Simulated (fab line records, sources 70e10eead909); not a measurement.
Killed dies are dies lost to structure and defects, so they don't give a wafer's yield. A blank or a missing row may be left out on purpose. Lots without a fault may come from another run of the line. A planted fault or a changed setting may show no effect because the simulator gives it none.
Chamber matching | flow nand_harc | NHARC_A_BONDPAD_ETCH_12 on rie_diel-13: 4 sister chambers
The step etches the open film in CHF3/O2, target depth 220 nm, time 110 s. 14 wafers are shown with their chamber, then 7 later ones without.

WAFERS WITH THEIR CHAMBER
wafer  | chamber | drypump_motor_current_A (A) | rf_vpp_V (V) | run_length_s (s)
L473.3 | 0       | 5.7                         | 369.0        | 131.1
L473.4 | 3       | 5.8                         | 368.1        | 131.4
L473.6 | 0       | 5.7                         | 370.4        | 130.5
L475.4 | 0       | 5.7                         | 369.6        | 130.9
L475.5 | 1       | 6.1                         | 374.0        | 131.5
L475.6 | 0       | 5.7                         | 371.0        | 130.7
L478.2 | 3       | 5.7                         | 368.1        | 131.3
L478.3 | 2       | 5.1                         | 370.4        | 131.5
L478.6 | 3       | 5.8                         | 367.9        | 131.2
L477.3 | 3       | 5.7                         | 367.3        | 131.7
L477.4 | 1       | 6.1                         | 373.5        | 131.4
L477.6 | 1       | 6.1                         | 373.5        | 131.7
L482.1 | 3       | 5.7                         | 366.5        | 131.6
L482.2 | 2       | 5.1                         | 369.4        | 132.2

SIGNATURES (means of the wafers above)
reading                 | chamber 0 | chamber 1 | chamber 2 | chamber 3 | scatter within a chamber
drypump_motor_current_A | 5.700     | 6.100     | 5.100     | 5.740     | 0.0346
rf_vpp_V                | 370.000   | 373.667   | 369.900   | 367.580   | 0.698
run_length_s            | 130.800   | 131.533   | 131.850   | 131.440   | 0.258
Rule: a wafer's distance from a chamber is the root of the sum, over the readings, of the square of ((its reading less the chamber's mean) divided by the reading's scatter). The wafer belongs to the nearest chamber; if the next one is less than 2 further off, it can't be placed. The scatter: the root of (the sum of the squares of (reading less its chamber's mean) over the shown wafers, divided by (wafers less chambers)).

WAFERS WITHOUT THEIR CHAMBER
wafer  | drypump_motor_current_A (A) | rf_vpp_V (V) | run_length_s (s)
L482.4 | 5.7                         | 369.9        | 131.2
L485.6 | 5.1                         | 369.4        | 131.7
L489.1 | 6.1                         | 372.3        | 131.9
L489.2 | 5.7                         | 370.9        | 130.4
L493.2 | 5.1                         | 369.3        | 131.5
L493.4 | 5.7                         | 370.2        | 130.5
L493.6 | 5.1                         | 371.6        | 131.6

WHICH CHAMBER EACH WENT THROUGH
wafer  | from the rows above | in truth
L482.4 | 0                   | 0
L485.6 | 2                   | 2
L489.1 | 1                   | 1
L489.2 | 0                   | 0
L493.2 | 2                   | 2
L493.4 | 0                   | 0
L493.6 | 2                   | 2
Placed correctly: 7 of 7. Can't be placed from these rows: 0. Placed wrongly: 0.
